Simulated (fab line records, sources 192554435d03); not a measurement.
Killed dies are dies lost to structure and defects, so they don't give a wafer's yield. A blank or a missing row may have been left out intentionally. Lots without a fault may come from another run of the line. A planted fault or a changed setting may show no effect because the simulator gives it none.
fab line records	flow n5_finfet
[record] lots = 4	wafers = 12	last_day = 17
route steps=1938 shown BEOL_M11@1571 BEOL_M12@1602 PASSIVATION@1936
lots that met no fault: from a run of the same line without faults
start_h: hours from the record's opening day to when the first of the lot's shown wafers began	wait_h: hours since the lot's step before	" as in the row above	L1.1+2: a row that stands for several wafers	- either no value or no given start	* or withheld: withheld	< > ~ a bound
route shown NAME@n: NAME is a module with steps in the file, n the number in the route of the first one	usual: mean/standard deviation taken from wafers without a fault	same: alike in all rows	chamber/n: place in a boat	sites: readings site by site	_std_site: standard deviation of those values	_edge_site: mean of outer sites minus mean of inner sites	radius_mm: for every site, how far away it sits from the centre of the wafer	mask NAME#n: copy n	behind: the tool/chamber that last shaped the wafer	hold: why the lot was held/for how many hours/how that ended	device: whichever transistor did not switch (one of n, p or np)	end of line: the route-end tests of the same wafers	where a step has no rows: the recipe by itself	killed: not the wafer's yield, but the dies lost to structure and defects at the first sort	map: per-die view of a wafer (x killed, . not killed, _ where there is no die)
set.NAME: the setting the step ran with; set.NAME@STEP: the setting that earlier step ran with	model.NAME: the simulator's own value behind a step, which no gauge read
lots at selected steps of the route; one table per step, one row per wafer
[[steps]]
[step N5_BEOL_M11_DESCUM_33]
[recipe] chemistry = O2	time_s = 7.9	source_power_w = 50	bias_power_w = 20	pressure_mtorr = 20	rf_frequency_hz = 2.712e+07	temp_c = 40	resist = CAR-ArF	o2_flow_sccm = 225
[step N5_BEOL_M11_ETCH_65]
[recipe] chemistry = CF4	target = SiARC	target_depth_a = 390	mask_material = CAR-ArF	time_s = 65	ion_energy_ev = 80	pressure_mtorr = 40	source_w = 545	bias_w = 36	Ar_flow_sccm = 100	cf4_flow_sccm = 100	ends = cleared
[step N5_BEOL_M11_ETCH_66]
[recipe] chemistry = N2/H2	target = SOC	target_depth_a = 1200	overetch_a = 240	mask_material = SiARC	temp_c = 40	time_s = 180	ion_energy_ev = 200	pressure_mtorr = 30	source_w = 840	bias_w = 150	n2_flow_sccm = 200	h2_flow_sccm = 200
[step N5_BEOL_M11_STRIP_69]
[recipe] chemistry = N2/H2	temp_c = 40	n2_flow_sccm = 200	h2_flow_sccm = 200	rf_frequency_hz = 6e+07
[step N5_BEOL_M11_VIA_ETCH_34]
[recipe] chemistry = C4F6/O2	target = SiCOH_lowk	target_depth_a = 1845	mask_material = SOC	taper_deg = 4	time_s = 69.2	ion_energy_ev = 250	pressure_mtorr = 30	source_w = 345	bias_w = 185	Ar_flow_sccm = 300	C4F6_flow_sccm = 10	O2_flow_sccm = 10
[step N5_BEOL_M11_STRIP_73]
[recipe] chemistry = C4F6/O2	resist = SiARC	rf_frequency_hz = 6e+07
[step N5_BEOL_M11_STRIP_36]
[recipe] chemistry = N2/H2	power_w = 450	temp_c = 40	pressure_mtorr = 20	rf_frequency_hz = 6e+07	overash_fraction = 0.3	bias_power_w = 7	h2_frac = 0.5	n2_flow_sccm = 200	h2_flow_sccm = 200
[step N5_BEOL_M11_TRENCH_ETCH_37]
[recipe] chemistry = C4F6/O2	target_depth_a = 1488.3	target = SiCOH_lowk	time_s = 48	ion_energy_ev = 250	pressure_mtorr = 30	source_w = 345	bias_w = 185	Ar_flow_sccm = 300	C4F6_flow_sccm = 10	O2_flow_sccm = 10
[step N5_BEOL_M11_ETCH_41]
[recipe] chemistry = CH3F/O2	target = SiCN	target_depth_a = 426	taper_deg = 2	time_s = 86	ion_energy_ev = 120	mask_material = TiN	pressure_mtorr = 30	source_w = 395	bias_w = 75	Ar_flow_sccm = 150	CH3F_flow_sccm = 30	O2_flow_sccm = 20
[step N5_BEOL_M11_STRIP_77]
[recipe] chemistry = N2/H2	time_s = 10	power_w = 450	temp_c = 40	pressure_mtorr = 20	rf_frequency_hz = 6e+07	bias_power_w = 7	n2_flow_sccm = 200	h2_flow_sccm = 200
[step N5_BEOL_M11_HM_STRIP_39]
[recipe] chemistry = peroxide_tin_strip	material = TiN	target_depth_a = 250	temp_c = 50	time_s = 158
lot.wafer	tool	chamber	start_h	wait_h
L712.3+4+6	wet_bench-06	0,5,7	272.52	0.0
L717.2+4+6	wet_bench-03	7,0,2	302.45	0.0
L725.1+4+6	wet_bench-06	2,3,6	351.68	0.0
L724.4+5+6	wet_bench-06	7,3,5	353.96	0.0
[step N5_BEOL_M11_SRD_40]
[recipe] time_s = 30	temp_c = 23	rinse_liquid = diw	dry = ipa_marangoni
[step N5_BEOL_M11_PRECLEAN_42]
[recipe] chemistry = residue_remover	time_s = 60	temp_c = 40
[step N5_BEOL_M11_SRD_43]
[recipe] time_s = 30	temp_c = 23	rinse_liquid = diw	dry = ipa_marangoni
[step N5_BEOL_M11_CURE_72]
[recipe] temp_c = 370	time_s = 120	ambient = DMADMS/He	material = SiCOH_lowk
[step N5_BEOL_M11_DEGAS_44]
[recipe] ambient = vacuum	temp_c = 250	time_s = 60
[step N5_BEOL_M11_PRE_CLEAN_45]
[recipe] gas = H2/He	time_s = 30	temp_c = 250
[step N5_BEOL_M11_ALD_74]
[recipe] material = TaN	target_thk_a = 20	temp_c = 275	ald_precursor_family = PDMAT	ald_co_reactant = NH3	pressure_torr = 3	carrier_flow_sccm = 1500	pulse_time_s = 2	purge_time_s = 3	co_reactant_purge_time_s = 2	co_reactant_pulse_time_s = 3	ald_cycles = 40	precursor_vessel_temp_c = 75	precursor_vessel_pressure_torr = 26.25	precursor_vessel_carrier_sccm = 1000
[step N5_BEOL_M11_SURFACE_TREAT_76]
[recipe] gas = Ar	time_s = *	ion_energy_ev = *	ion_current_ma_cm2 = 0.5	pressure_mtorr = *	ar_flow_sccm = 30
[step N5_BEOL_M11_CVD_75]
[recipe] material = Co	target_thk_a = 20	temp_c = withheld	precursor = CCTBA/H2	pressure_torr = 30	time_s = 138.9
[step N5_BEOL_M11_SPUTTER_48]
[recipe] material = Cu	target_thk_a = 120	temp_c = -20	bias_v = 60	power_w = 26000	chamber_pressure_pa = 0.13	time_s = 2
[step N5_BEOL_M11_ECD_50]
[recipe] material = Cu	target_thk_a = 3180
[step N5_BEOL_M11_ANNEAL_51]
[recipe] temp_c = 225	time_s = 90	ambient = N2
[step N5_BEOL_M11_CMP_52]
[recipe] stop_on = SiCOH_lowk	t_overpolish_s = 7	down_force_psi = 1	platen_rpm = 50	clearing_platen_down_force_psi = 1.5	clearing_platen_rpm = 50	post_cmp_clean = cu_alkaline	target_thk_nm = 140	clearing_platen_pad_velocity_m_s = 0.99484	pad_velocity_m_s = 0.99484
[step N5_BEOL_M11_PRE_CLEAN_55]
[recipe] gas = NH3	time_s = 15	temp_c = withheld	rf_power_w = 300
[step N5_BEOL_M11_DEP_56]
[recipe] material = SiCN	target_thk_a = 300	temp_c = withheld	precursor = 3MS/NH3	pressure_torr = 3	rf_w = 675	time_s = 10.5
[step N5_BEOL_M12_ILD_DEP_00]
[recipe] material = SiOC	target_thk_a = 6589.2	temp_c = 350	precursor = DEMS/O2	pressure_torr = 5	rf_w = 500	time_s = 130.7
[step N5_BEOL_M12_COAT_58]
[recipe] resist = BARC	temp_c = 205	time_s = 60	spin_rpm = 1500	resist_thk_nm = 89
[step N5_BEOL_M12_COAT_04]
[recipe] spin_rpm = 1625	resist_thk_nm = 400
[step N5_BEOL_M12_EBR_06]
[recipe] solvent = PGMEA	ebr_width_mm = 1.5
[step N5_BEOL_M12_SOFTBAKE_05]
[recipe] temp_c = 130	time_s = 60
[step N5_BEOL_M12_EXPOSE_07]
[recipe] mask_id = V11	na = 0.93	source_shape = conventional	sigma_outer = 0.6	polarization = unpolarized	attpsm_phase_deg = 180	dose_mj = 32.5
[step N5_BEOL_M12_PEB_08]
[recipe] peb_temp_c = 130	peb_time_s = 90
[step N5_BEOL_M12_DEVELOP_09]
[recipe] develop_time_s = 45	rinse_liquid = diw	dry = air_spin	dev_temp_c = 21
[step N5_BEOL_M12_HARDBAKE_14]
[recipe] temp_c = 130	time_s = 120
[step N5_PASSIVATION_PROBE_49]
[usual] defect_limited_yield = 91.8/1.5	killed_at_M0_to_M3 = 33/11	killed_at_M4_up = 13/5	killed_at_contacts = 11/5.6	killed_at_front_end = 36/12	killed_at_other = 3.4/2.5	killed_dies = 97/18	killed_open = 64/13	killed_short = 31/6.9	sort_bin_4_leakage = 0.01/0.048	sort_bin_5_function = 4.8/1	sort_bin_6_memory = 3.1/0.64	sort_bin_8_speed = 0.00/0.014	sort_n_pass = 1083/18	sort_yield_pct = 91.8/1.5
[same] gross_dies = 1180	killed_at_back_side = 0
lot.wafer	tool	chamber	start_h	wait_h	defect_limited_yield[%]	killed_at_M0_to_M3	killed_at_M4_up	killed_at_contacts	killed_at_front_end	killed_at_other	killed_dies	killed_open	killed_short	sort_bin_4_leakage[%]	sort_bin_5_function[%]	sort_bin_6_memory[%]	sort_bin_8_speed[%]	sort_n_pass	sort_yield_pct[%]
L712.3	prober-02	-	311.93	0.1	92.5	28	6	1	42	11	88	42	36	0	4.6	2.5	0	1092	92.5
L712.4	prober-02	-	311.98	0.2	93.0	32	3	9	37	2	83	54	28	0	4.4	2.5	0	1097	93.0
L712.6	prober-02	-	312.08	0.3	93.8	23	9	11	29	1	73	42	31	0	3.0	2.5	0	1107	93.8
L717.2	prober-01	-	349.08	0.1	89.7	33	15	15	55	3	121	74	44	0.08	5.5	4.3	0	1058	89.7
L717.4	prober-01	-	349.18	0.2	91.1	41	8	20	36	0	105	72	32	0	5.3	3.4	0	1075	91.1
L717.6	prober-01	-	349.28	0.3	92.3	33	3	18	36	1	91	64	25	0	4.6	2.5	0	1089	92.3
L725.1	prober-02	-	393.78	0.0	83.7	13	134	18	25	2	192	46	19	0	11.1	3.1	0	988	83.7
L725.4	prober-02	-	393.93	0.2	84.2	15	136	8	27	0	186	39	14	0	10.7	3.3	0	994	84.2
L725.6	prober-02	-	394.03	0.3	86.4	31	91	2	35	1	160	51	22	0	7.3	3.9	0.08	1020	86.4
L724.4	prober-02	-	400.37	0.2	83.5	58	104	5	25	3	195	64	39	0	10.8	3.8	0	985	83.5
L724.5	prober-02	-	400.42	0.2	82.8	44	128	12	17	2	203	53	26	0	10.3	3.8	0	977	82.8
L724.6	prober-02	-	400.47	0.3	80.7	50	141	9	24	4	228	66	32	0	12.1	4.8	0	952	80.7
// killed by level:class
L712.3 BEOL_M0_SAQP:geometric_particle:short=9 GATE_CUT:geometric_particle:open=7 PASSIVATION:area_etch=7 FIN_SAQP:geometric_particle:open=6 GATE_CUT:geometric_particle:short=6 BEOL_M0_SAQP:geometric_particle:open=5 BEOL_M1:geometric_particle:short=5 STI_FIN_REVEAL:geometric_particle:short=4
L712.4 BEOL_M0_SAQP:geometric_particle:short=11 MOL_CONTACT_COAG:geometric_particle:open=9 STI_FIN_REVEAL:geometric_particle:open=8 BEOL_M1:geometric_particle:open=8 GATE_CUT:geometric_particle:short=6 STARTING-WAFER:geometric_particle:open=5 FIN_SAQP:geometric_particle:open=4 GATE_CUT:geometric_particle:open=4
L712.6 GATE_CUT:geometric_particle:short=10 MOL_CONTACT_COAG:geometric_particle:open=8 GATE_CUT:geometric_particle:open=6 BEOL_M0_SAQP:geometric_particle:open=5 BEOL_M0_SAQP:geometric_particle:short=5 BEOL_M1:geometric_particle:open=4 MOL_CONTACT_COAG:geometric_particle:short=3 STARTING-WAFER:geometric_particle:open=3
L717.2 FIN_SAQP:geometric_particle:short=18 FIN_SAQP:geometric_particle:open=12 MOL_CONTACT_COAG:geometric_particle:open=12 BEOL_M4:geometric_particle:open=11 BEOL_M2:geometric_particle:open=10 BEOL_M0_SAQP:geometric_particle:open=9 BEOL_M0_SAQP:geometric_particle:short=8 STARTING-WAFER:geometric_particle:open=6
L717.4 MOL_CONTACT_COAG:geometric_particle:open=17 BEOL_M3:geometric_particle:open=13 FIN_SAQP:geometric_particle:open=9 BEOL_M0_SAQP:geometric_particle:open=9 FIN_SAQP:geometric_particle:short=8 BEOL_M0_SAQP:geometric_particle:short=8 BEOL_M4:geometric_particle:open=5 BEOL_M2:geometric_particle:open=5
L717.6 MOL_CONTACT_COAG:geometric_particle:open=12 BEOL_M1:geometric_particle:open=9 BEOL_M3:geometric_particle:open=7 FIN_SAQP:geometric_particle:open=6 MOL_CONTACT_COAG:geometric_particle:short=6 BEOL_M0_SAQP:geometric_particle:open=5 DUMMY_GATE:geometric_particle:open=5 BEOL_M2:geometric_particle:open=5
L725.1 BEOL_M11:unspecified=126 MOL_CONTACT_COAG:geometric_particle:open=15 STI_FIN_REVEAL:geometric_particle:open=12 BEOL_M1:geometric_particle:open=6 STI_FIN_REVEAL:geometric_particle:short=4 MOL_CONTACT_COAG:geometric_particle:short=3 BEOL_M8:geometric_particle:open=3 STARTING-WAFER:geometric_particle:short=3
L725.4 BEOL_M11:unspecified=128 STI_FIN_REVEAL:geometric_particle:open=12 BEOL_M1:geometric_particle:open=8 MOL_CONTACT_COAG:geometric_particle:open=6 FIN_SAQP:geometric_particle:short=4 BEOL_M6:geometric_particle:open=3 FIN_SAQP:geometric_particle:open=2 STI_FIN_REVEAL:geometric_particle:short=2
L725.6 BEOL_M11:unspecified=82 STI_FIN_REVEAL:geometric_particle:open=12 BEOL_M1:geometric_particle:open=10 BEOL_M2:geometric_particle:open=6 DUMMY_GATE:geometric_particle:open=5 BEOL_M1:geometric_particle:short=5 BEOL_M0_SAQP:geometric_particle:short=4 GATE_CUT:geometric_particle:open=3
L724.4 BEOL_M11:unspecified=92 BEOL_M3:geometric_particle:open=12 BEOL_M0_SAQP:geometric_particle:short=11 BEOL_M2:geometric_particle:open=11 BEOL_M0_SAQP:geometric_particle:open=10 BEOL_M2:geometric_particle:short=7 DUMMY_GATE:geometric_particle:open=5 FIN_SAQP:geometric_particle:open=4
L724.5 BEOL_M11:unspecified=124 BEOL_M1:geometric_particle:open=16 BEOL_M2:geometric_particle:open=9 BEOL_M0_SAQP:geometric_particle:open=7 GATE_CUT:geometric_particle:short=6 MOL_CONTACT_COAG:geometric_particle:open=6 MOL_CONTACT_COAG:geometric_particle:short=6 BEOL_M0_SAQP:geometric_particle:short=6
L724.6 BEOL_M11:unspecified=129 BEOL_M2:geometric_particle:open=13 BEOL_M3:geometric_particle:open=9 BEOL_M1:geometric_particle:open=8 BEOL_M3:geometric_particle:short=7 MOL_CONTACT_COAG:geometric_particle:open=6 BEOL_M0_SAQP:geometric_particle:open=6 FIN_SAQP:geometric_particle:short=5
// map L724.6 (x killed, . not)
_________________............________________
______________.x............x..._____________
___________....x...x.........x...x.__________
__________.......x..........x..x...._________
________...................x.........._______
_______....x.....x.x...................______
______............x...........x....x.x.._____
_____....................................____
____.......x.x......x.....................___
___........x...x.......x...........x.......__
___........x..............x............x...__
__..x......x......................x........._
__......x......x......x.................x..._
_....x.....x.................................
_.........x..............x...................
_....x..x...........................xx...x..x
_..............xxxx....x...........x.........
_....................x.x.....................
_.....xx........xxxx....x.......x.........x..
_..........x.x..xx...xx.............x.......x
_.x.xx........x..xxxxx.x...x..............x..
__......x....x.xxxxxxxxx.x.x.........x.x...._
__.....x....x..xxxxxxxx.x..xx............x.x_
___....x.....xxxxxxxxxxxxxx................__
___.....x.x.xxxxxxxxxxxxxxx...xx....x......__
____.......xxxxxxxxxxxxxxxx.........x.....___
_____...x...xxxxxxxxxxxxxx...............____
______...x..xx..xxxxxxxxx.x............._____
_______..x.x.xxxxxxxxxx.x..............______
________x....x..x.xx.xxx......xx..xx.._______
__________........xxx.x...x........._________
___________x...........x..........x__________
______________....x.......x....._____________
_________________.x........x.________________
// map L725.1 (x killed, . not)
_________________............________________
______________.................._____________
___________........................__________
__________..........x..............._________
________......xx......................_______
_______....x...........................______
______...x............x................._____
_____...........x...x....x..x............____
____.....x................................___
___.x..........x...........................__
___....x.x.x.x...x........x.....x..........__
__....x.xxxxx.x.......x..x.................._
__...xxxxxxxxx.............................._
_..xxxxxxxxxx.xx.x..x......x.........x.......
_..xxxxxxxxxxxxx....................x........
_.x.xxxxxxxxxxxxxx......x.............x.x....
_.xxxxxxxxxxxxx......x.....................x.
_.xxxxxxxxxxxxxxxx.......x...................
_..xxxxxxxxxxxxxxx............x.x..xx..x.....
_.x...xxxxxxxxx.xx.x..........x..............
_.....xxxxx...x..x.x.....x...................
__.x..x..xxx...x...............x............_
__....................................x....._
___..........................x......x......__
___..................................x.....__
____........xx..x...x...x.....x...........___
_____......x.......x....................x____
______........x.....x......x............_____
_______..........x..........x.....x....______
________...........x.................._______
__________.........................._________
___________.........x.........x....__________
______________...........x......_____________
_________________.......x....________________
[[key]]
[first_sign] step = N5_PASSIVATION_PROBE_49	reading = killed_at_M4_up	direction = up	sigmas = 22	usual = 13	struck = 122
[effect] step = N5_PASSIVATION_PROBE_49	reading = killed_dies	direction = up	sigmas = 5.5	usual = 97	struck = 194
[more_kills_born_at] N5_BEOL_M11_HM_STRIP_39@wet_bench-06 = 681
met_at N5_BEOL_M11_HM_STRIP_39
struck_wafers L724.4,L724.5,L724.6,L725.1,L725.4,L725.6
onset_between 272.52 351.68
also_fits time
[fault] kind = chamber_particle_source	tool = wet_bench-06	chamber = -	onset_h = 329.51	steps = N5_BEOL_M11_HM_STRIP_39	rate_per_visit_cm2 = 0.95237	end_h = 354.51
